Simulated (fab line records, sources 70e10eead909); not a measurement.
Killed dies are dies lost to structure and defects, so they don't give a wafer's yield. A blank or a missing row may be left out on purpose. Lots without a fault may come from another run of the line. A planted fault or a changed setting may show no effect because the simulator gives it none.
fab line records | flow nand_harc
record lots=24 wafers=72 last_day=24
route steps=1159 shown A_CHANNEL_HOLE_D1@463 A_STAIRCASE@532
lots that met no fault: from a run of the same line without faults
start_h: hours from the record's first day to the start of the lot's first wafer shown | wait_h: hours since the lot's step before | " the same as in the row above | L1.1+2: a row that stands for several wafers | - no value, or no start given | * or withheld: withheld | < > ~ a bound
route shown NAME@n: a module of which the file shows steps, and the number in the route of the first | usual: mean/standard deviation of fault-free wafers | same: alike in all rows | chamber/n: place in a boat | sites: the reading at each site | _std_site: their standard deviation | _edge_site: outer sites' mean less inner sites' | radius_mm: how far each site lies from the wafer's centre | mask NAME#n: copy n | behind: the tool/chamber that last shaped the wafer | hold: why the lot was held/for how many hours/how that ended | device: the transistor (n, p or np) that didn't switch | end of line: the same wafers' tests at the end of the route | a step without rows: its recipe alone | killed: dies lost to structure and defects at the first sort, not the wafer's yield | map: a wafer's dies, x killed, . not, _ none there
set.NAME: the setting as run; set.NAME@STEP: as run at that earlier step | model.NAME: the simulator's own value behind a step, which no gauge read
steps of the route over a sample of lots; a table a step, a row a wafer
services: from which hour (start_h, from the record's first day; less than 0 if before it) a tool's chamber was out of use, for how many hours, and why
## steps
# step NHARC_A_CHANNEL_HOLE_D1_OVL_MEAS_11
# usual overlay_x_nm=0.5/0.72 overlay_y_nm=-0.2/0.75
# columns lot.wafer tool chamber start_h wait_h overlay_x_nm overlay_y_nm
L074.1 overlay-02 - 173.92 - 1.4 0.3
L074.2 " - " " 1.8 -0.1
L074.6 " - " " 1.9 -0.2
L075.1 overlay-01 - 174.37 - -0.5 -0.6
L075.2 " - " " -0.5 -0.2
L075.6 " - " " -0.3 -0.8
L076.1 overlay-01 - 184.63 - 0.9 -0.1
L076.4 " - " " 1.2 0.7
L076.5 " - " " 1.2 -0.4
L077.3 overlay-02 - 189.10 - 0.5 -0.1
L077.4 " - " " 0.4 -0.5
L077.5 " - " " 0.6 -0.3
L078.1 overlay-02 - 193.32 - 0.5 -2.2
L078.2 " - " " 0.6 -2.3
L078.5 " - " " 0.6 -2.0
L079.3 overlay-01 - 205.10 - 0.7 -0.4
L079.5 " - " " 1.0 0.0
L079.6 " - " " 0.1 0.0
L080.1 overlay-02 - 205.18 - 0.9 0.0
L080.4 " - " " 0.8 0.6
L080.6 " - " " 0.8 0.5
L082.1 overlay-01 - 216.55 - 1.9 -1.0
L082.3 " - " " 2.6 -1.2
L082.5 " - " " 2.1 -1.3
L083.2 overlay-01 - 217.52 - 0.4 -0.8
L083.5 " - " " -0.1 -0.2
L083.6 " - " " 0.3 -0.5
L081.1 overlay-01 - 217.68 - 0.8 -0.5
L081.2 " - " " 0.2 -1.0
L081.5 " - " " 0.8 -0.9
L084.1 overlay-02 - 236.98 - -0.1 0.7
L084.4 " - " " -0.4 0.7
L084.5 " - " " -0.3 0.5
L085.1 overlay-02 - 238.48 - 0.7 0.5
L085.5 " - " " 0.5 0.9
L085.6 " - " " 0.6 0.5
L087.1 overlay-01 - 252.49 - 0.1 0.6
L087.3 " - " " -0.2 0.7
L087.5 " - " " 0.0 0.7
L086.1 overlay-02 - 252.64 - 1.3 -0.7
L086.2 " - " " 0.4 -1.0
L086.4 " - " " 0.5 -0.4
L088.2 overlay-02 - 253.22 - -0.2 0.7
L088.4 " - " " -0.3 -0.1
L088.6 " - " " 0.2 0.5
L089.4 overlay-02 - 266.86 - -0.5 1.1
L089.5 " - " " -0.1 1.1
L089.6 " - " " -0.6 0.3
L091.1 overlay-01 - 274.77 - -0.2 -0.1
L091.3 " - " " 0.0 -0.3
L091.6 " - " " -1.0 0.2
L090.2 overlay-01 - 275.24 - 0.6 -0.1
L090.4 " - " " 0.3 -0.1
L090.6 " - " " 1.1 -0.2
L092.1 overlay-02 - 284.32 - -0.2 -0.3
L092.3 " - " " 0.1 -0.5
L092.5 " - " " 0.4 0.3
L093.1 overlay-02 - 285.86 - 0.8 0.0
L093.2 " - " " 1.5 0.1
L093.3 " - " " 1.2 0.1
L095.3 overlay-02 - 292.90 - 1.9 0.2
L095.5 " - " " 1.2 0.6
L095.6 " - " " 0.8 0.8
L094.3 overlay-01 - 293.05 - -0.4 -0.8
L094.4 " - " " -0.7 0.3
L094.6 " - " " 0.4 -0.2
L097.1 overlay-02 - 309.71 - 0.0 -0.7
L097.2 " - " " -0.6 -1.1
L097.6 " - " " -0.3 -0.2
L096.1 overlay-02 - 310.16 - 0.6 -1.6
L096.4 " - " " 0.3 -1.9
L096.6 " - " " 0.8 -1.5
# step NHARC_A_CHANNEL_HOLE_D1_CD_MEAS_18
# usual cd_nm=98.9/2.1
# columns lot.wafer tool chamber start_h wait_h cd_nm
L074.1 cd_sem-03 - 175.14 - 105.2
L074.2 " - " " 104.8
L074.6 " - " " 103.5
L075.1 cd_sem-03 - 175.57 - 96.3
L075.2 " - " " 97.3
L075.6 " - " " 96.7
L076.1 cd_sem-03 - 185.84 - 96.1
L076.4 " - " " 96.7
L076.5 " - " " 97.8
L077.3 cd_sem-02 - 190.32 - 97.1
L077.4 " - " " 100.8
L077.5 " - " " 100.4
L078.1 cd_sem-03 - 194.55 - 99.3
L078.2 " - " " 100.9
L078.5 " - " " 97.7
L079.3 cd_sem-01 - 206.31 - 97.6
L079.5 " - " " 98.8
L079.6 " - " " 97.0
L080.1 cd_sem-03 - 206.39 - 99.4
L080.4 " - " " 100.1
L080.6 " - " " 98.1
L082.1 cd_sem-01 - 217.76 - 98.3
L082.3 " - " " 101.7
L082.5 " - " " 98.4
L083.2 cd_sem-01 - 218.73 - 93.8
L083.5 " - " " 99.9
L083.6 " - " " 97.8
L081.1 cd_sem-02 - 218.88 - 98.1
L081.2 " - " " 95.9
L081.5 " - " " 97.5
L084.1 cd_sem-01 - 238.19 - 98.8
L084.4 " - " " 100.1
L084.5 " - " " 101.3
L085.1 cd_sem-03 - 239.69 - 99.6
L085.5 " - " " 96.8
L085.6 " - " " 99.2
L087.1 cd_sem-02 - 253.70 - 102.7
L087.3 " - " " 96.4
L087.5 " - " " 96.7
L086.1 cd_sem-01 - 253.84 - 99.5
L086.2 " - " " 97.0
L086.4 " - " " 97.9
L088.2 cd_sem-02 - 254.43 - 99.3
L088.4 " - " " 100.5
L088.6 " - " " 100.8
L089.4 cd_sem-02 - 268.07 - 98.3
L089.5 " - " " 101.0
L089.6 " - " " 100.3
L091.1 cd_sem-01 - 275.97 - 100.0
L091.3 " - " " 97.7
L091.6 " - " " 100.6
L090.2 cd_sem-01 - 276.45 - 101.8
L090.4 " - " " 101.4
L090.6 " - " " 98.3
L092.1 cd_sem-01 - 285.53 - 99.5
L092.3 " - " " 96.3
L092.5 " - " " 99.5
L093.1 cd_sem-01 - 287.06 - 98.2
L093.2 " - " " 96.4
L093.3 " - " " 95.9
L095.3 cd_sem-02 - 294.11 - 101.4
L095.5 " - " " 99.2
L095.6 " - " " 94.7
L094.3 cd_sem-03 - 294.26 - 98.2
L094.4 " - " " 101.5
L094.6 " - " " 99.5
L097.1 cd_sem-01 - 310.92 - 100.2
L097.2 " - " " 98.1
L097.6 " - " " 98.6
L096.1 cd_sem-01 - 311.36 - 95.4
L096.4 " - " " 98.4
L096.6 " - " " 97.7
# step NHARC_A_CHANNEL_HOLE_D1_ETCH_20
# recipe bias_v=3000 source_w=withheld pressure_mtorr=20 time_s=361.9 ar_flow_sccm=375 c4f8_flow_sccm=89.3 o2_flow_sccm=35.7 temp_c=-20 target_depth_a=16000 chemistry=C4F8/O2/Ar
# usual drypump_motor_current_A=5.7/0.31 showerhead_plenum_p_Torr=3.75/0.054 throttle_valve_pct=32.156/0.0086
# columns lot.wafer tool chamber start_h wait_h drypump_motor_current_A rf_hours_counter_h showerhead_plenum_p_Torr throttle_valve_pct
L074.2 har_etch-01 0 175.33 0.1 6.1 190 3.83 32.150
L074.1 " 1 " " 5.3 190 3.83 32.152
L074.6 " 1 " " 5.3 - 3.83 32.145
L075.1 har_etch-02 1 175.75 0.1 5.8 105 3.72 32.161
L075.2 " 0 " " 5.5 105 3.72 32.166
L075.6 " 0 " " 5.5 - 3.72 32.171
L076.1 har_etch-01 1 186.03 0.1 5.2 194 3.82 32.161
L076.4 " 0 " " 6.1 - 3.82 32.164
L076.5 " 0 " " 6.1 - 3.82 32.151
L077.4 har_etch-01 1 190.60 0.2 5.2 - 3.82 32.167
L077.3 " 0 " " 6.0 - 3.82 32.155
L077.5 " 1 " " 5.2 - 3.82 32.157
L078.1 har_etch-02 0 194.75 0.1 5.5 112 3.72 32.163
L078.2 " 1 " " 5.8 112 3.71 32.155
L078.5 " 0 " " 5.5 - 3.72 32.149
L079.3 har_etch-02 0 206.67 0.2 5.5 - 3.72 32.175
L079.6 " 0 " " 5.5 - 3.72 32.156
L079.5 " 1 " " 5.8 - 3.71 32.158
L080.1 har_etch-01 1 207.64 0.1 5.2 206 3.82 32.140
L080.4 " 1 " " 5.2 - 3.82 32.170
L080.6 " 0 " " 6.0 - 3.82 32.145
L082.1 har_etch-02 0 218.35 0.1 5.5 123 3.72 32.161
L082.3 " 1 " " 5.8 - 3.71 32.153
L082.5 " 1 " " 5.8 - 3.71 32.142
L083.2 har_etch-01 0 218.97 0.1 6.1 211 3.81 32.154
L083.6 " 1 " " 5.2 - 3.81 32.145
L083.5 " 0 " " 6.1 - 3.81 32.146
L081.2 har_etch-02 0 222.49 0.1 5.5 127 3.71 32.158
L081.1 " 1 " " 5.8 127 3.71 32.157
L081.5 " 1 " " 5.8 - 3.71 32.159
L084.1 har_etch-01 1 238.43 0.1 5.2 215 3.81 32.145
L084.4 " 0 " " 6.1 - 3.81 32.171
L084.5 " 0 " " 6.1 - 3.81 32.172
L085.1 har_etch-02 1 239.93 0.1 5.8 131 3.70 32.164
L085.5 " 0 " " 5.5 - 3.71 32.162
L085.6 " 1 " " 5.8 - 3.70 32.159
L087.1 har_etch-02 1 253.88 0.1 5.8 138 3.70 32.152
L087.3 " 1 " " 5.8 - 3.70 32.157
L087.5 " 1 " " 5.8 - 3.70 32.156
L086.2 har_etch-01 1 254.03 0.1 5.2 224 3.81 32.163
L086.1 " 0 " " 6.1 224 3.81 32.162
L086.4 " 0 " " 6.1 - 3.81 32.164
L088.2 har_etch-02 0 258.05 0.1 5.5 142 3.70 32.148
L088.4 " 1 " " 5.8 - 3.70 32.151
L088.6 " 0 " " 5.5 - 3.70 32.149
L089.4 har_etch-01 0 268.41 0.2 6.1 - 3.80 32.143
L089.6 " 1 " " 5.2 - 3.80 32.168
L089.5 " 0 " " 6.0 - 3.80 32.165
L091.1 har_etch-01 1 276.21 0.1 5.2 235 3.80 32.142
L091.3 " 0 " " 6.1 - 3.80 32.162
L091.6 " 0 " " 6.1 - 3.80 32.153
L090.2 har_etch-02 1 276.63 0.1 5.8 147 3.70 32.165
L090.4 " 1 " " 5.8 - 3.70 32.152
L090.6 " 1 " " 5.8 - 3.70 32.162
L092.1 har_etch-01 0 285.71 0.1 6.1 240 3.80 32.172
L092.3 " 0 " " 6.1 - 3.80 32.159
L092.5 " 1 " " 5.3 - 3.80 32.143
L093.2 har_etch-02 1 287.25 0.1 5.8 153 3.69 32.152
L093.1 " 0 " " 5.5 153 3.70 32.151
L093.3 " 0 " " 5.5 - 3.70 32.145
L095.3 har_etch-02 1 294.39 0.2 5.8 - 3.69 32.166
L095.5 " 1 " " 5.8 - 3.69 32.178
L095.6 " 0 " " 5.5 - 3.70 32.146
L094.4 har_etch-01 0 294.56 0.2 6.1 - 3.79 32.155
L094.3 " 1 " " 5.2 - 3.79 32.160
L094.6 " 0 " " 6.1 - 3.79 32.157
L097.2 har_etch-02 1 311.11 0.1 5.8 163 3.69 32.151
L097.1 " 0 " " 5.5 163 3.69 32.144
L097.6 " 0 " " 5.5 - 3.69 32.159
L096.1 har_etch-02 1 315.35 0.1 5.8 167 3.68 32.156
L096.4 " 1 " " 5.8 - 3.68 32.140
L096.6 " 1 " " 5.8 - 3.68 32.159
# step NHARC_A_CHANNEL_HOLE_D1_ETCH_22
# recipe bias_v=3000 source_w=withheld pressure_mtorr=20 time_s=666.7 ar_flow_sccm=375 c4f8_flow_sccm=89.3 o2_flow_sccm=35.7 temp_c=-20 target_depth_a=16000 chemistry=C4F8/O2/Ar
# usual drypump_motor_current_A=5.7/0.31 showerhead_plenum_p_Torr=3.75/0.054 throttle_valve_pct=32.155/0.0091
# columns lot.wafer tool chamber start_h wait_h drypump_motor_current_A rf_hours_counter_h showerhead_plenum_p_Torr throttle_valve_pct
L074.2 har_etch-01 0 176.09 0.4 6.1 191 3.82 32.144
L074.1 " 1 " " 5.2 191 3.82 32.136
L074.6 " 1 " " 5.2 - 3.83 32.162
L075.1 har_etch-02 1 176.50 0.4 5.8 106 3.72 32.175
L075.2 " 0 " " 5.5 106 3.72 32.148
L075.6 " 0 " " 5.5 - 3.72 32.145
L076.1 har_etch-01 1 186.78 0.4 5.2 194 3.82 32.148
L076.4 " 0 " " 6.1 - 3.82 32.155
L076.5 " 0 " " 6.0 - 3.82 32.154
L077.4 har_etch-01 1 191.44 0.4 5.2 - 3.82 32.158
L077.3 " 0 " " 6.0 - 3.82 32.172
L077.5 " 1 " " 5.3 - 3.82 32.154
L078.1 har_etch-02 0 195.50 0.4 5.5 113 3.72 32.126
L078.2 " 1 " " 5.8 113 3.71 32.162
L078.5 " 0 " " 5.5 - 3.72 32.165
L079.3 har_etch-02 0 207.51 0.4 5.5 - 3.72 32.150
L079.6 " 0 " " 5.5 - 3.72 32.173
L079.5 " 1 " " 5.8 - 3.71 32.154
L080.1 har_etch-01 1 208.40 0.4 5.3 207 3.82 32.156
L080.4 " 1 " " 5.2 - 3.82 32.150
L080.6 " 0 " " 6.1 - 3.82 32.153
L082.1 har_etch-02 0 219.10 0.4 5.5 124 3.71 32.173
L082.3 " 1 " " 5.8 - 3.71 32.152
L082.5 " 1 " " 5.8 - 3.71 32.162
L083.2 har_etch-01 0 219.76 0.4 6.1 212 3.81 32.161
L083.6 " 1 " " 5.2 - 3.81 32.140
L083.5 " 0 " " 6.1 - 3.81 32.150
L081.2 har_etch-02 0 223.24 0.4 5.5 128 3.71 32.170
L081.1 " 1 " " 5.8 128 3.71 32.158
L081.5 " 1 " " 5.8 - 3.71 32.164
L084.1 har_etch-01 1 239.23 0.4 5.3 216 3.81 32.151
L084.4 " 0 " " 6.1 - 3.81 32.172
L084.5 " 0 " " 6.1 - 3.81 32.156
L085.1 har_etch-02 1 240.73 0.4 5.8 132 3.70 32.147
L085.5 " 0 " " 5.5 - 3.71 32.149
L085.6 " 1 " " 5.8 - 3.70 32.156
L087.1 har_etch-02 1 254.64 0.4 5.8 139 3.70 32.150
L087.3 " 1 " " 5.8 - 3.70 32.140
L087.5 " 1 " " 5.8 - 3.70 32.146
L086.2 har_etch-01 1 254.78 0.4 5.2 225 3.81 32.161
L086.1 " 0 " " 6.1 225 3.81 32.155
L086.4 " 0 " " 6.1 - 3.81 32.152
L088.2 har_etch-02 0 258.80 0.4 5.5 142 3.70 32.153
L088.4 " 1 " " 5.8 - 3.70 32.147
L088.6 " 0 " " 5.5 - 3.70 32.142
L089.4 har_etch-01 0 269.30 0.4 6.1 - 3.80 32.154
L089.6 " 1 " " 5.2 - 3.80 32.148
L089.5 " 0 " " 6.1 - 3.80 32.151
L091.1 har_etch-01 1 277.01 0.4 5.3 235 3.80 32.159
L091.3 " 0 " " 6.1 - 3.80 32.152
L091.6 " 0 " " 6.1 - 3.80 32.151
L090.2 har_etch-02 1 277.40 0.4 5.8 148 3.70 32.160
L090.4 " 1 " " 5.8 - 3.70 32.143
L090.6 " 1 " " 5.8 - 3.69 32.174
L092.1 har_etch-01 0 286.47 0.4 6.1 241 3.80 32.155
L092.3 " 0 " " 6.1 - 3.80 32.163
L092.5 " 1 " " 5.2 - 3.80 32.146
L093.2 har_etch-02 1 287.99 0.4 5.8 153 3.69 32.162
L093.1 " 0 " " 5.5 153 3.70 32.148
L093.3 " 0 " " 5.5 - 3.70 32.152
L095.3 har_etch-02 1 295.23 0.4 5.8 - 3.69 32.162
L095.5 " 1 " " 5.8 - 3.69 32.153
L095.6 " 0 " " 5.5 - 3.70 32.145
L094.4 har_etch-01 0 295.39 0.4 6.1 - 3.79 32.164
L094.3 " 1 " " 5.2 - 3.79 32.144
L094.6 " 0 " " 6.1 - 3.79 32.157
L097.2 har_etch-02 1 311.86 0.4 5.8 164 3.69 32.162
L097.1 " 0 " " 5.5 164 3.69 32.161
L097.6 " 0 " " 5.5 - 3.69 32.162
L096.1 har_etch-02 1 316.14 0.4 5.9 168 3.68 32.165
L096.4 " 1 " " 5.8 - 3.68 32.136
L096.6 " 1 " " 5.8 - 3.68 32.156
# step NHARC_A_CHANNEL_HOLE_D1_ETCH_44
# recipe target_depth_a=1400 overetch_a=140 time_s=77 ion_energy_ev=100 cf4_flow_sccm=80 o2_flow_sccm=20 ar_flow_sccm=0 rf_w=300 bias_w=100 chemistry=CF4/O2
# usual drypump_motor_current_A=5.5/0.33 oes_product_au=1.004/0.0085 rf_vpp_V=198.3/1.4 showerhead_plenum_p_Torr=1.36/0.057 throttle_valve_pct=13.397/0.0092
# columns lot.wafer tool chamber start_h wait_h drypump_motor_current_A oes_product_au rf_hours_counter_h rf_vpp_V showerhead_plenum_p_Torr throttle_valve_pct
L074.1 rie_diel-07 0 179.95 0.1 5.1 0.996 9 198.7 1.36 13.393
L074.2 " 1 " " 5.2 0.985 9 200.8 1.41 13.383
L074.6 " 3 " " 5.3 1.012 - 196.2 1.25 13.395
L075.1 rie_diel-04 0 180.38 0.0 5.6 0.990 4 198.7 1.41 13.373
L075.2 " 3 " " 6.4 1.013 4 199.5 1.40 13.403
L075.6 " 0 " " 5.6 1.003 - 198.7 1.41 13.408
L076.4 rie_diel-04 1 190.63 0.1 5.9 0.995 4 200.1 1.43 13.395
L076.1 " 2 " " 5.5 0.999 4 197.0 1.36 13.384
L076.5 " 2 " " 5.5 1.006 - 198.0 1.36 13.399
L077.4 rie_diel-07 0 195.09 0.1 5.1 1.009 10 197.7 1.36 13.388
L077.3 " 1 " " 5.2 0.998 10 199.1 1.41 13.390
L077.5 " 3 " " 5.3 1.012 - 196.3 1.25 13.397
L078.2 rie_diel-07 1 199.37 0.1 5.2 0.980 10 200.9 1.41 13.407
L078.1 " 2 " " 5.8 1.004 11 199.2 1.39 13.404
L078.5 " 1 " " 5.2 0.996 - 200.8 1.41 13.387
L079.3 rie_diel-10 1 211.18 0.1 5.1 1.008 2 198.9 1.41 13.402
L079.5 " 1 " " 5.2 1.017 - 201.3 1.41 13.384
L079.6 " 2 " " 5.3 0.996 - 197.8 1.32 13.379
L080.1 rie_diel-07 0 212.26 0.1 5.0 1.005 12 197.4 1.36 13.404
L080.4 " 2 " " 5.8 1.015 12 199.6 1.39 13.396
L080.6 " 0 " " 5.0 0.984 - 199.0 1.36 13.399
L082.1 rie_diel-07 0 222.94 0.1 5.0 0.996 13 199.8 1.36 13.410
L082.3 " 1 " " 5.2 1.001 12 198.5 1.41 13.391
L082.5 " 0 " " 5.1 0.994 - 198.3 1.36 13.400
L083.2 rie_diel-10 2 223.55 0.1 5.3 0.994 3 197.5 1.32 13.401
L083.5 " 2 " " 5.3 0.993 - 197.0 1.32 13.398
L083.6 " 3 " " 5.5 1.011 - 197.5 1.29 13.407
L081.2 rie_diel-10 1 227.08 0.1 5.2 1.017 3 198.5 1.41 13.411
L081.1 " 2 " " 5.3 0.990 3 198.3 1.32 13.396
L081.5 " 0 " " 5.5 0.990 - 198.9 1.31 13.405
L084.4 rie_diel-07 3 242.98 0.1 5.3 0.996 0 196.2 1.25 13.386
L084.1 " 1 " " 5.2 1.002 0 198.5 1.41 13.391
L084.5 " 0 " " 5.0 1.000 - 198.8 1.36 13.384
L085.1 rie_diel-04 2 244.50 0.1 5.5 1.012 8 197.4 1.36 13.401
L085.5 " 1 " " 5.9 1.008 - 199.8 1.43 13.389
L085.6 " 2 " " 5.5 1.001 - 198.8 1.36 13.399
L087.3 rie_diel-10 3 258.49 0.1 5.5 1.004 4 196.9 1.29 13.410
L087.1 " 2 " " 5.3 1.012 5 197.4 1.32 13.384
L087.5 " 0 " " 5.5 1.006 - 198.3 1.31 13.406
L086.4 rie_diel-04 0 258.62 0.1 5.6 0.996 10 200.0 1.41 13.401
L086.2 " 2 " " 5.4 1.009 10 197.8 1.36 13.407
L086.1 " 3 " " 6.4 1.002 11 199.2 1.40 13.387
L088.2 rie_diel-07 3 262.66 0.1 5.3 0.995 2 195.5 1.25 13.403
L088.4 " 0 " " 5.0 1.002 2 198.3 1.36 13.391
L088.6 " 3 " " 5.3 0.998 - 196.5 1.25 13.407
L089.4 rie_diel-10 0 272.90 0.1 5.4 1.004 5 197.5 1.31 13.393
L089.6 " 1 " " 5.2 1.008 - 199.6 1.41 13.387
L089.5 " 2 " " 5.3 0.994 - 196.7 1.32 13.395
L091.3 rie_diel-04 3 280.76 0.1 6.4 1.004 12 198.4 1.40 13.387
L091.1 " 2 " " 5.5 1.004 11 198.5 1.36 13.390
L091.6 " 2 " " 5.5 1.002 - 197.2 1.36 13.410
L090.2 rie_diel-10 0 281.27 0.1 5.5 1.003 6 197.1 1.31 13.403
L090.4 " 1 " " 5.1 1.008 7 198.1 1.41 13.391
L090.6 " 0 " " 5.5 0.994 - 197.2 1.31 13.413
L092.3 rie_diel-10 0 290.34 0.1 5.4 1.004 7 197.3 1.31 13.398
L092.1 " 1 " " 5.1 1.014 7 198.6 1.41 13.396
L092.5 " 1 " " 5.2 1.014 - 199.5 1.41 13.374
L093.2 rie_diel-10 1 291.83 0.1 5.1 1.015 7 199.4 1.41 13.376
L093.1 " 2 " " 5.3 0.998 8 197.3 1.32 13.406
L093.3 " 0 " " 5.5 1.000 7 197.5 1.31 13.400
L095.3 rie_diel-04 0 298.91 0.1 5.6 1.005 0 200.7 1.41 13.395
L095.5 " 2 " " 5.5 0.990 - 198.6 1.36 13.413
L095.6 " 3 " " 6.4 1.001 - 199.0 1.39 13.401
L094.3 rie_diel-10 3 299.05 0.1 5.5 1.019 8 197.1 1.28 13.410
L094.4 " 3 " " 5.5 1.021 - 197.5 1.28 13.394
L094.6 " 2 " " 5.3 0.993 - 198.3 1.31 13.393
L097.2 rie_diel-07 0 315.76 0.1 5.0 1.007 5 197.6 1.36 13.384
L097.1 " 1 " " 5.2 0.997 4 199.9 1.41 13.396
L097.6 " 3 " " 5.3 0.987 - 196.6 1.25 13.392
L096.4 rie_diel-07 0 319.90 0.1 5.0 0.999 5 199.8 1.36 13.381
L096.1 " 1 " " 5.2 0.999 4 198.6 1.41 13.388
L096.6 " 3 " " 5.3 1.006 - 196.6 1.25 13.394
# step NHARC_A_STAIRCASE_ETCH_170
# recipe target_depth_a=2000 time_s=66.667 ion_energy_ev=250 c4f6_flow_sccm=25 o2_flow_sccm=20 ar_flow_sccm=500 rf_w=600 bias_w=500 chemistry=C4F6/O2
# usual drypump_motor_current_A=5.8/0.49 oes_product_au=0.972/0.016 rf_vpp_V=547.0/2.9 showerhead_plenum_p_Torr=3.93/0.14 throttle_valve_pct=26.904/0.0096
# columns lot.wafer tool chamber start_h wait_h drypump_motor_current_A oes_product_au rf_hours_counter_h rf_vpp_V showerhead_plenum_p_Torr throttle_valve_pct
L074.2 rie_diel-08 2 - - 5.8 0.998 37 542.1 3.70 26.907
L074.1 " 3 " " 5.2 0.972 40 546.9 3.86 26.917
L074.6 " 1 " " 6.6 0.978 - 550.2 4.12 26.899
L075.1 rie_diel-06 0 - - 5.2 0.967 64 546.1 3.87 26.916
L075.2 " 2 " " 6.2 0.961 59 548.9 4.01 26.912
L075.6 " 1 " " 5.9 0.981 - 550.2 4.06 26.907
L076.1 rie_diel-08 3 247.71 0.4 5.2 0.992 43 544.5 3.86 26.915
L076.4 " 1 " " 6.6 0.993 - 550.6 4.12 26.902
L076.5 " 1 " " 6.6 0.990 - 548.8 4.12 26.894
L077.4 rie_diel-12 3 - - 4.7 0.977 18 545.7 3.83 26.898
L077.3 " 0 " " 5.9 0.952 13 547.9 3.92 26.909
L077.5 " 3 " " 4.7 0.977 - 545.0 3.83 26.892
L078.2 rie_diel-12 2 - - 5.5 0.967 19 547.2 3.93 26.911
L078.1 " 0 " " 5.8 0.958 14 547.0 3.92 26.903
L078.5 " 2 " " 5.5 0.965 - 547.5 3.93 26.918
L080.1 rie_diel-06 3 - - 6.2 0.998 4 551.0 4.09 26.901
L080.4 " 2 " " 6.2 0.994 5 547.9 4.01 26.900
L080.6 " 0 " " 5.2 0.987 - 545.3 3.86 26.896
L079.3 rie_diel-06 0 - - 5.2 0.996 4 546.1 3.86 26.885
L079.6 " 2 " " 6.2 0.990 - 548.4 4.01 26.886
L079.5 " 3 " " 6.2 0.990 - 550.8 4.08 26.906
L083.2 rie_diel-06 0 - - 5.2 0.964 8 546.1 3.86 26.897
L083.6 " 1 " " 5.9 0.972 - 549.0 4.05 26.885
L083.5 " 2 " " 6.2 1.002 - 548.3 4.01 26.911
L082.3 rie_diel-08 2 - - 5.9 0.950 48 541.8 3.70 26.909
L082.1 " 1 " " 6.6 0.952 56 550.9 4.11 26.913
L082.5 " 2 " " 5.8 0.949 - 542.1 3.70 26.906
L081.2 rie_diel-06 2 - - 6.2 0.983 12 547.8 4.00 26.898
L081.1 " 3 " " 6.1 0.973 12 550.0 4.08 26.880
L081.5 " 1 " " 5.8 0.973 - 548.8 4.05 26.889
L085.1 rie_diel-08 1 - - 6.6 0.957 61 550.5 4.10 26.900
L085.6 " 1 " " 6.6 0.944 - 550.6 4.10 26.916
L085.5 " 2 " " 5.9 0.952 - 543.0 3.69 26.896
L084.4 rie_diel-06 0 - - 5.2 0.985 16 545.6 3.86 26.907
L084.1 " 2 " " 6.1 0.972 17 548.4 4.00 26.889
L084.5 " 0 " " 5.2 0.977 - 546.4 3.86 26.900
L087.3 rie_diel-06 3 - - 6.1 0.982 24 551.4 4.07 26.900
L087.1 " 1 " " 5.9 0.962 21 548.6 4.05 26.908
L087.5 " 3 " " 6.2 0.980 - 549.1 4.07 26.894
L086.1 rie_diel-06 3 - - 6.1 0.984 24 549.5 4.07 26.900
L086.4 " 0 " " 5.2 0.949 24 544.5 3.85 26.909
L086.2 " 1 " " 5.9 0.949 21 550.2 4.05 26.901
L088.4 rie_diel-08 3 - - 5.2 0.966 1 545.1 3.85 26.910
L088.2 " 0 " " 5.8 0.962 1 544.0 3.79 26.888
L088.6 " 3 " " 5.2 0.965 - 544.0 3.85 26.908
L089.4 rie_diel-08 2 - - 5.8 0.969 6 542.3 3.69 26.907
L089.5 " 2 " " 5.8 0.972 - 540.7 3.69 26.918
L089.6 " 3 " " 5.2 0.978 - 545.1 3.85 26.897
L090.2 rie_diel-06 3 - - 6.2 0.963 31 550.4 4.07 26.907
L090.4 " 0 " " 5.2 0.969 32 545.4 3.85 26.900
L090.6 " 3 " " 6.1 0.965 - 547.9 4.07 26.891
L091.1 rie_diel-08 0 - - 5.8 0.951 8 544.5 3.79 26.906
L091.3 " 1 " " 6.6 0.949 8 551.7 4.10 26.902
L091.6 " 2 " " 5.8 0.977 - 541.6 3.69 26.915
L093.3 rie_diel-08 0 - - 5.8 0.960 9 545.0 3.78 26.920
L093.1 " 1 " " 6.6 0.976 9 549.8 4.10 26.899
L093.2 " 2 " " 5.8 0.982 11 541.2 3.69 26.936
L092.3 rie_diel-06 0 - - 5.2 0.981 34 545.0 3.85 26.923
L092.1 " 1 " " 5.8 0.963 33 547.8 4.04 26.898
L092.5 " 2 " " 6.1 0.998 - 547.6 3.99 26.915
L094.4 rie_diel-12 1 - - 6.0 0.972 54 549.6 4.04 26.918
L094.3 " 2 " " 5.4 0.992 55 546.5 3.91 26.905
L094.6 " 0 " " 5.9 0.963 - 548.2 3.90 26.898
L095.3 rie_diel-08 2 - - 5.8 0.978 16 541.7 3.68 26.900
L095.5 " 3 " " 5.2 0.964 - 545.1 3.84 26.911
L095.6 " 0 " " 5.8 0.973 - 545.0 3.78 26.884
L097.1 rie_diel-08 0 - - 5.8 0.974 20 543.3 3.78 26.905
L097.2 " 2 " " 5.9 0.997 23 541.6 3.68 26.905
L097.6 " 3 " " 5.2 0.969 - 544.6 3.84 26.901
L096.1 rie_diel-08 1 - - 6.6 0.972 21 550.6 4.09 26.903
L096.4 " 2 " " 5.8 0.982 24 542.0 3.68 26.911
L096.6 " 0 " " 5.8 0.975 - 543.3 3.78 26.898
## services
# columns tool chamber start_h hours kind
rie_diel-04 - 152.04 2.6 repair
rie_diel-10 0 162.83 4.9 repair
rie_diel-10 - 176.50 9.0 pm
rie_diel-08 1 212.14 10.4 repair
rie_diel-08 2 215.41 3.8 repair
rie_diel-08 0 216.33 1.2 repair
rie_diel-08 0 221.02 31.8 repair
rie_diel-07 - 228.20 9.0 pm
rie_diel-08 3 240.57 5.9 repair
rie_diel-06 - 241.21 9.0 pm
rie_diel-10 2 243.70 1.2 repair
rie_diel-08 2 245.58 13.5 repair
rie_diel-04 - 260.52 0.2 repair
rie_diel-07 - 267.54 1.8 repair
rie_diel-04 0 280.58 4.6 repair
rie_diel-04 - 288.98 9.0 pm
rie_diel-06 - 289.23 1.7 repair
rie_diel-10 0 297.69 8.5 repair
rie_diel-08 - 301.88 9.0 pm
rie_diel-06 1 302.71 4.0 repair
har_etch-01 - 305.00 17.0 pm
rie_diel-04 - 333.54 1.4 repair
rie_diel-10 - 353.50 9.0 pm
rie_diel-10 - 369.04 0.5 repair
## key
fault none
